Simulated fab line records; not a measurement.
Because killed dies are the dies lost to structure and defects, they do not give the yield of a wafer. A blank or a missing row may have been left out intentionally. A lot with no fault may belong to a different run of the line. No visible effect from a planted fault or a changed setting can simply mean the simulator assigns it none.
Chamber matching | flow n5Finfet | N5_BEOL_M4_ALD_98 on aldSin-03 has 4 sister chambers
The step deposits SiO2, target thk 2.5 nm, pulse time 1 s, co reactant pulse time 1 s. 22 wafers are shown with their chamber, then 11 later ones without.

== WAFERS, EACH WITH ITS CHAMBER ==
wafer  | chamber | heaterPowerW (W) | precursorPulseHeightRel
L074.2 | 0       | 87               | 0.938
L074.3 | 2       | 84               | 1.025
L074.6 | 3       | 71               | 0.953
L079.1 | 3       | 71               | 1.007
L079.2 | 0       | 88               | 1.042
L079.5 | 3       | 70               | 0.983
L080.1 | 1       | 75               | 0.998
L080.4 | 2       | 86               | 1.008
L080.5 | 3       | 72               | 0.935
L081.3 | 2       | 82               | 0.982
L081.4 | 1       | 74               | 1.016
L081.6 | 0       | 89               | 1.029
L084.3 | 3       | 71               | 1.015
L084.4 | 0       | 87               | 0.989
L084.6 | 3       | 68               | 1.020
L083.1 | 2       | 84               | 0.991
L083.3 | 3       | 70               | 0.986
L083.5 | 2       | 84               | 1.009
L087.3 | 0       | 87               | 0.952
L087.4 | 1       | 75               | 0.983
L087.5 | 0       | 90               | 1.011
L091.3 | 0       | 87               | 0.948

SIGNATURES, as means of the wafers listed above
reading                 | chamber 0 | chamber 1 | chamber 2 | chamber 3 | scatter within a chamber
heaterPowerW            | 87.86     | 74.67     | 84.00     | 70.43     | 1.23
precursorPulseHeightRel | 0.98700   | 0.99900   | 1.00300   | 0.98557   | 0.0319
Rule: for a wafer and a chamber, the distance is found by dividing, reading by reading, the gap between the wafer's reading and the chamber's mean by the reading's scatter, squaring, summing and taking the root. The wafer belongs to the nearest chamber; if the next one is less than 2 further off, it can't be placed. The scatter: the root of (the sum of the squares of (reading less its chamber's mean) over the shown wafers, divided by (wafers less chambers)).

== WAFERS WITHOUT THEIR CHAMBER ==
wafer  | heaterPowerW (W) | precursorPulseHeightRel
L091.5 | 84               | 1.006
L091.6 | 71               | 0.978
L095.1 | 82               | 0.995
L095.3 | 74               | 0.999
L095.6 | 71               | 1.042
L097.1 | 84               | 0.992
L097.3 | 91               | 1.014
L097.6 | 75               | 0.992
L096.1 | 89               | 0.970
L096.4 | 82               | 0.983
L096.5 | 71               | 0.969

== CHAMBER TAKEN BY EACH ==
wafer  | from the rows above     | in truth
L091.5 | 2                       | 2
L091.6 | 3                       | 3
L095.1 | 2                       | 2
L095.3 | 1                       | 1
L095.6 | can't be placed: 3 or 1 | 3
L097.1 | 2                       | 2
L097.3 | 0                       | 0
L097.6 | 1                       | 1
L096.1 | 0                       | 0
L096.4 | 2                       | 2
L096.5 | 3                       | 3
10 of 11 placed correctly. Can't be placed from these rows: 1 (the true chamber is among the candidates in 1). Number placed wrongly: 0.
